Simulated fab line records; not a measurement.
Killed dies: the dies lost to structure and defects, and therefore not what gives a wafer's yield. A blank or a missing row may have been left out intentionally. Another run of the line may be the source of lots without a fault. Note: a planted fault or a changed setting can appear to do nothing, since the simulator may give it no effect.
fab line records	flow n5-finfet
record lots=11	wafers=32	last-day=17
route steps=1938 shown BEOL_M12@1634 PASSIVATION@1936
lots that met no fault: taken from a fault-free run of the same line
start-h: hours from the record's opening day to when the first of the lot's shown wafers began	wait-h: hours elapsed since this lot's preceding step	" same as the row above	L1.1+2: several wafers, shown together as one row	- no value present, or no start provided	* or withheld: withheld	< > ~ a bound
route shown NAME@n: a module of which the file shows steps, and the number in the route of the first	usual: average and standard deviation across the fault-free wafers	same: alike in all rows	chamber/n: place in a boat	sites: each site's reading	_std_site: how widely they spread, as a standard deviation	_edge_site: outer sites' mean less inner sites'	radius-mm: how far each site lies from the wafer's centre	mask NAME#n: copy n	behind: tool/chamber where the wafer was last shaped	hold: cause of the lot's hold/its duration in hours/its outcome	device: the n, p or np transistor that did not switch	end of line: the route-end tests of the same wafers	a step without rows: its recipe alone	killed: not the wafer's yield, but the dies lost to structure and defects at the first sort	map: shows each die of a wafer: x if killed, . if not, _ if none is there
set.NAME: the setting as run; set.NAME@STEP: as run at that earlier step	model.NAME: the simulator's own value behind a step, which no gauge read
route steps across a sampled set of lots; one table per step, one row per wafer
services: when a tool's chamber went out of use (start-h, in hours from the record's first day, below 0 if earlier), for how many hours, and the reason
## steps
# step N5_BEOL_M12_INSPECT_30
# recipe mode=adi	inspect-instrument=macro
# usual raw-defect-count=2.1/1.4
lot.wafer	tool	chamber	start-h	wait-h	raw-defect-count
L932.1	defect-inspect-01	-	229.38	0.0	3
L932.2	"	-	"	"	3
L932.3	"	-	"	"	5
L933.1	defect-inspect-01	-	231.55	0.0	1
L933.3	"	-	"	"	2
L933.4	"	-	"	"	2
L935.1	defect-inspect-02	-	246.87	0.0	0
L935.2	"	-	"	"	3
L935.5	"	-	"	"	2
L939.3	defect-inspect-02	-	262.31	0.0	1
L939.4	"	-	"	"	2
L939.5	"	-	"	"	0
L943.1	defect-inspect-02	-	295.25	0.0	3
L943.3	"	-	"	"	0
L943.5	"	-	"	"	3
L941.2	defect-inspect-02	-	296.11	0.0	4
L941.5	"	-	"	"	2
L941.6	"	-	"	"	1
L945.2	defect-inspect-01	-	312.09	0.0	4
L945.4	"	-	"	"	1
L946.1	defect-inspect-01	-	320.45	0.0	1
L946.5	"	-	"	"	2
L946.6	"	-	"	"	2
L948.1	defect-inspect-01	-	320.59	0.0	2
L948.4	"	-	"	"	3
L948.5	"	-	"	"	1
L947.3	defect-inspect-01	-	322.27	0.0	2
L947.5	"	-	"	"	3
L947.6	"	-	"	"	1
L952.2	defect-inspect-02	-	364.64	0.0	4
L952.4	"	-	"	"	4
L952.6	"	-	"	"	3
# step N5_BEOL_M12_ETCH_67
# recipe chemistry=CF4	target=SiARC	target-depth-a=1430	time-s=238.3	ion-energy-ev=80	pressure-mtorr=40	source-w=545	bias-w=36	Ar_flow_sccm=100	cf4-flow-sccm=100	ends=cleared
# usual drypump-motor-current-A=5.9/0.43	etch-rf-on-time-s=236.7/2.8	oes-product-au=0.70/0.075	rf-vpp-V=184.0/1.2	showerhead-plenum-p-Torr=2.14/0.065	throttle-valve-pct=15.43/0.22
lot.wafer	tool	chamber	start-h	wait-h	drypump-motor-current-A	etch-rf-on-time-s	oes-product-au	rf-hours-counter-h	rf-vpp-V	showerhead-plenum-p-Torr	throttle-valve-pct
L932.1	rie-diel-01	2	229.45	0.0	5.6	234.6	0.64	198	183.1	2.12	15.39
L932.2	"	1	"	"	5.9	234.3	0.73	52	183.9	2.08	15.38
L932.3	"	0	"	"	6.2	233.8	0.78	23	184.9	2.18	15.07
L933.1	rie-diel-02	3	232.00	0.0	5.9	240.9	0.67	111	182.6	2.16	15.62
L933.3	"	2	"	"	5.6	234.6	0.78	32	183.2	2.18	15.77
L933.4	"	1	"	"	4.8	235.7	0.58	248	181.4	2.03	15.63
L935.1	rie-diel-03	0	246.94	0.0	6.3	240.7	0.77	20	183.3	2.10	15.11
L935.2	"	1	"	"	5.8	239.4	0.59	232	185.5	2.20	15.65
L935.5	"	1	"	"	5.8	238.0	0.59	-	184.5	2.20	15.63
L939.3	rie-diel-03	2	262.38	0.0	6.4	235.2	0.59	229	181.4	2.02	15.62
L939.4	"	3	"	"	6.3	232.5	0.81	10	182.8	2.11	15.48
L939.5	"	2	"	"	6.4	237.4	0.60	-	182.6	2.02	15.62
L943.1	rie-diel-03	1	295.32	0.0	5.8	240.1	0.59	249	183.0	2.19	15.69
L943.3	"	3	"	"	6.3	236.2	0.79	20	183.4	2.11	15.50
L943.5	"	3	"	"	6.3	236.6	0.78	-	183.1	2.11	15.52
L941.2	rie-diel-03	0	296.30	0.0	6.3	241.7	0.75	37	183.5	2.09	15.15
L941.5	"	2	"	"	6.4	239.8	0.59	-	183.2	2.02	15.65
L941.6	"	1	"	"	5.8	237.4	0.59	-	185.3	2.19	15.68
L945.2	rie-diel-02	2	312.16	0.0	5.6	235.7	0.74	61	184.3	2.17	15.81
L945.4	"	3	"	"	5.9	242.6	0.64	141	184.3	2.15	15.69
L946.1	rie-diel-03	1	320.52	0.0	5.8	233.8	0.85	0	184.9	2.19	15.20
L946.5	"	3	"	"	6.3	234.1	0.77	-	182.7	2.10	15.53
L946.6	"	0	"	"	6.3	241.4	0.73	-	183.9	2.09	15.15
L948.1	rie-diel-02	2	320.66	0.0	5.6	236.0	0.73	63	183.8	2.17	15.82
L948.4	"	0	"	"	5.5	237.4	0.64	156	183.5	2.14	15.31
L948.5	"	2	"	"	5.6	234.5	0.74	-	184.0	2.17	15.83
L947.3	rie-diel-02	1	322.37	0.0	4.8	240.3	0.80	17	186.3	2.28	15.19
L947.5	"	1	"	"	4.8	239.6	0.80	-	184.8	2.28	15.17
L947.6	"	0	"	"	5.5	236.5	0.64	-	184.6	2.14	15.31
L952.2	rie-diel-03	3	364.72	0.0	6.3	234.7	0.75	49	183.4	2.10	15.57
L952.4	"	2	"	"	6.4	232.4	0.84	5	187.7	2.27	15.18
L952.6	"	3	"	"	6.3	236.6	0.74	-	183.1	2.10	15.57
# step N5_BEOL_M12_SPUTTER_43
# recipe material=TaN	target-thk-a=150	temp-c=50	bias-v=168.6	power-w=15000	chamber-pressure-pa=0.12	time-s=24.19
# usual cathode-dc-power-W=15000/2.7	substrate-temp-c=50.02/0.12	throttle-valve-pct=30.8/0.78
lot.wafer	tool	chamber	start-h	wait-h	cathode-dc-power-W	substrate-temp-c	throttle-valve-pct
L932.1	pvd-sputter-03	-	232.19	0.0	14999	49.96	31.1
L932.2	"	-	"	"	15002	50.02	30.5
L932.3	"	-	"	"	14995	50.02	30.3
L933.1	pvd-sputter-02	-	233.73	0.0	15002	49.91	31.0
L933.3	"	-	"	"	14996	50.12	32.4
L933.4	"	-	"	"	14997	49.92	30.2
L935.1	pvd-sputter-03	-	247.82	0.0	15003	49.94	30.0
L935.2	"	-	"	"	15000	50.08	30.4
L935.5	"	-	"	"	15000	50.04	30.1
L939.3	pvd-sputter-03	-	264.92	0.0	15004	50.14	31.2
L939.4	"	-	"	"	14999	49.86	30.7
L939.5	"	-	"	"	15002	50.12	31.2
L943.1	pvd-sputter-02	-	297.96	0.0	14999	50.00	31.3
L943.3	"	-	"	"	15002	50.11	30.0
L943.5	"	-	"	"	14998	50.17	30.4
L941.2	pvd-sputter-01	-	297.99	0.0	15004	50.16	30.5
L941.5	"	-	"	"	14999	50.15	30.3
L941.6	"	-	"	"	14997	50.00	30.7
L945.2	pvd-sputter-03	-	314.05	0.0	15002	50.01	31.1
L945.4	"	-	"	"	15005	50.06	29.4
L946.1	pvd-sputter-01	-	321.89	0.0	15000	50.20	30.8
L946.5	"	-	"	"	14999	50.12	30.3
L946.6	"	-	"	"	14996	50.07	31.8
L948.1	pvd-sputter-01	-	322.81	0.0	15001	50.03	30.7
L948.4	"	-	"	"	15001	50.27	31.6
L948.5	"	-	"	"	14992	50.07	30.6
L947.3	pvd-sputter-03	-	327.76	0.0	15002	50.19	30.0
L947.5	"	-	"	"	15003	50.04	29.6
L947.6	"	-	"	"	15002	50.04	30.1
L952.2	pvd-sputter-02	-	367.26	0.0	14996	49.72	31.4
L952.4	"	-	"	"	15000	50.03	31.2
L952.6	"	-	"	"	14999	49.93	30.1
# step N5_BEOL_M12_SPUTTER_45
# recipe material=Cu	target-thk-a=800	temp-c=-20	bias-v=60	power-w=26000	chamber-pressure-pa=0.13	time-s=13.33
# usual cathode-dc-power-W=26000/4.8	substrate-temp-c=-20.00/0.1	throttle-valve-pct=30.7/0.78
lot.wafer	tool	chamber	start-h	wait-h	cathode-dc-power-W	substrate-temp-c	throttle-valve-pct
L932.1	pvd-sputter-03	-	232.35	0.0	25993	-19.99	31.4
L932.2	"	-	"	"	25995	-19.95	30.5
L932.3	"	-	"	"	26000	-19.83	30.3
L933.1	pvd-sputter-02	-	233.89	0.0	26014	-20.02	31.0
L933.3	"	-	"	"	26002	-20.17	32.1
L933.4	"	-	"	"	26000	-19.89	29.9
L935.1	pvd-sputter-03	-	247.98	0.0	25997	-19.98	30.1
L935.2	"	-	"	"	26006	-19.98	30.5
L935.5	"	-	"	"	26006	-20.12	30.2
L939.3	pvd-sputter-03	-	265.08	0.0	26000	-20.08	31.0
L939.4	"	-	"	"	26000	-19.96	30.6
L939.5	"	-	"	"	25996	-20.01	30.9
L943.1	pvd-sputter-02	-	298.12	0.0	25998	-20.02	31.1
L943.3	"	-	"	"	26003	-19.97	30.0
L943.5	"	-	"	"	26009	-19.90	30.0
L941.2	pvd-sputter-01	-	298.15	0.0	25999	-20.15	30.2
L941.5	"	-	"	"	26001	-20.03	30.4
L941.6	"	-	"	"	25995	-20.19	30.7
L945.2	pvd-sputter-03	-	314.21	0.0	27893	-20.00	31.0
L945.4	"	-	"	"	27900	-19.82	29.2
L946.1	pvd-sputter-01	-	322.05	0.0	25999	-20.03	30.8
L946.5	"	-	"	"	25997	-19.90	30.1
L946.6	"	-	"	"	25996	-19.98	31.8
L948.1	pvd-sputter-01	-	322.97	0.0	26005	-20.00	30.2
L948.4	"	-	"	"	25986	-20.21	32.1
L948.5	"	-	"	"	25999	-19.92	30.5
L947.3	pvd-sputter-03	-	327.92	0.0	27907	-19.86	30.4
L947.5	"	-	"	"	27898	-19.89	29.4
L947.6	"	-	"	"	27901	-19.95	30.2
L952.2	pvd-sputter-02	-	367.42	0.0	25999	-20.24	31.2
L952.4	"	-	"	"	26006	-19.96	30.9
L952.6	"	-	"	"	26002	-20.11	30.0
# step N5_PASSIVATION_PROBE_49
# usual defect-limited-yield=91.4/1.5	killed_at_M0_to_M3=31/11	killed_at_M4_up=13/5.5	killed-at-contacts=13/6.3	killed-at-front-end=40/13	killed-at-other=3.3/2.6	killed-dies=101/18	killed-open=67/13	killed-short=33/7.9	sort_bin_5_function=5.1/1	sort_bin_6_memory=3.2/0.68	sort-n-pass=1079/18	sort-yield-pct=91.4/1.5
# same gross-dies=1180	killed-at-back-side=0	sort_bin_4_leakage[%]=0	sort_bin_8_speed[%]=0
lot.wafer	tool	chamber	start-h	wait-h	defect-limited-yield[%]	killed_at_M0_to_M3	killed_at_M4_up	killed-at-contacts	killed-at-front-end	killed-at-other	killed-dies	killed-open	killed-short	sort_bin_5_function[%]	sort_bin_6_memory[%]	sort-n-pass	sort-yield-pct[%]
L939.4	prober-02	-	297.91	0.2	92.0	27	14	11	40	2	94	62	32	4.7	3.2	1086	92.0
# killed by level:class
L939.4 MOL_CONTACT_COAG:geometric-particle:open=8 FIN_SAQP:geometric-particle:open=8 BEOL_M3:geometric-particle:open=7 STI_FIN_REVEAL:geometric-particle:open=6 BEOL_M2:geometric-particle:open=6 FIN_SAQP:geometric-particle:short=5 GATE_CUT:geometric-particle:short=5 BEOL_M4:geometric-particle:open=4
## services
tool	chamber	start-h	hours	kind
rie-diel-01	3	225.93	4.2	repair
rie-diel-02	1	238.88	-	clean
rie-diel-02	1	238.88	-	consumable-replace:focus-ring
rie-diel-02	1	238.88	-	consumable-replace:showerhead
rie-diel-02	1	238.88	29.3	scheduled-down
rie-diel-02	1	238.88	29.3	vent-cycle
rie-diel-03	1	296.75	-	clean
rie-diel-03	1	296.75	-	consumable-replace:focus-ring
rie-diel-03	-	297.60	0.3	repair
rie-diel-03	2	307.14	2.8	repair
rie-diel-03	2	325.56	-	clean
rie-diel-03	2	325.56	-	consumable-replace:focus-ring
rie-diel-03	2	325.56	-	consumable-replace:showerhead
rie-diel-03	2	325.56	22.2	scheduled-down
rie-diel-03	2	325.56	22.2	vent-cycle
rie-diel-01	-	326.39	2.8	pm
pvd-sputter-02	-	347.06	1.0	repair
rie-diel-02	1	347.22	1.7	repair
rie-diel-01	2	360.58	11.6	repair
## key
first-sign step=N5_BEOL_M12_SPUTTER_45	reading=cathode-dc-power-W	direction=up	sigmas=99+	usual=*	struck=*
effect none on later readings
met-at N5_BEOL_M12_SPUTTER_45
struck-lots L945,L947
not-acting-at N5_BEOL_M12_INSPECT_30,N5_BEOL_M12_ETCH_67,N5_BEOL_M12_SPUTTER_43
onset-between 265.08 314.21
fault kind=process-parameter-drift	tool=pvd-sputter-03	chamber=-	onset-h=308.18	steps=N5_BEOL_M12_SPUTTER_45	channel=power-w	offset=*	shape=step	end-h=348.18	acts-in=*	stated=*
